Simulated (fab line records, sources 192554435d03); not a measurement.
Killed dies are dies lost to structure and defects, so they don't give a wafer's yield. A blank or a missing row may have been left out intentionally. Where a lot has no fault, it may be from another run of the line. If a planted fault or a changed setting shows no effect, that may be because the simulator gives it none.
8D (eight disciplines) problem report, filled in by code / flow n5-finfet / the parts of the form that need people (team, actions taken, sign-off) are left out

## 1. WHAT IS WRONG
At N5_BEOL_M4_COAT_73, plate-temp-C averages 199.11 C over 6 wafers from 2 lots, while fault-free wafers read 204.95 C, standard deviation 0.16. That is -36 standard deviations from the usual mean.
The step: time 60 s, resist thk 5 nm.
First seen on wafer L755.2, day 11 09:11, on litho-track-01. At this step, 27 wafers from 9 lots have a number in the record. The rule behind "out" and "out of limits": a value lying over 4 standard deviations away from the usual mean. Any other wafer with a number is counted as sound.

## 2. WHAT IT IS; WHAT IT IS NOT
question=which readings at this step | is=plate-temp-C, heater-power-total-W | is not=-
question=which lots | is=L755, L756 | is not=L746, L747, L750, L752, L766, L768, L769
question=which wafers of those lots | is=all that have a number | is not=-
question=read on which tools | is=litho-track-01 | is not=litho-track-04, litho-track-05
question=when | is=from day 11 09:11 | is not=up to then (12 sound wafers); but 9 sound wafers of L766, L768, L769 came after

## 3. THE SUSPECTS, EACH WITH WHAT RULES IT OUT
Counting: a tool stays on the suspect list if, at a process step up to the reading, it processed all lots that are out and no sound lot following the first of them.
- litho-track-01 at N5_BEOL_M4_COAT_73 (time 60 s, resist thk 5 nm): ruled out as a lasting fault. After its first lot that is out, L755 (day 11 09:11), sound lots L768, L769 ran on it.
Left after counting: nothing in the record.

## 4. THE CAUSE (what the simulator had put in)
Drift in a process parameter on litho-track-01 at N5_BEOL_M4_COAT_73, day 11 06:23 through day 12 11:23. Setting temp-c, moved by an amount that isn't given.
Counting ruled it out, wrongly.

## 5. THE CHAIN OF EFFECTS, in route order
Rows list readings where the struck wafers' mean (over those with a number) sits beyond 3 standard deviations from the usual. Only readings for which the record gives a usual standard deviation are gone through. hours: the time from each lot's start at the first step in this table that gives one to its start at this step, as a median over the lots. sigmas: the change in usual standard deviations.
hours=0; step=N5_BEOL_M4_COAT_73; reading=heater-power-total-W; usual=391.7 W; on struck wafers=376.6; change=-15.1; sigmas=-12
hours=0; step=N5_BEOL_M4_COAT_73; reading=plate-temp-C; usual=204.95 C; on struck wafers=199.11; change=-5.84; sigmas=-36
Here are the process steps it includes:
- N5_BEOL_M4_COAT_73: time 60 s, resist thk 5 nm.
Later measuring or inspecting steps at which every struck wafer that the step has a row for has a number for every such reading, and none has moved that far: N5_BEOL_M4_RC_MEAS_101.

## 6. HOW IT WOULD HAVE BEEN CAUGHT EARLIER
In this record no reading fell out of limits until day 11 09:11, 3 hours after the fault had begun at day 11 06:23.
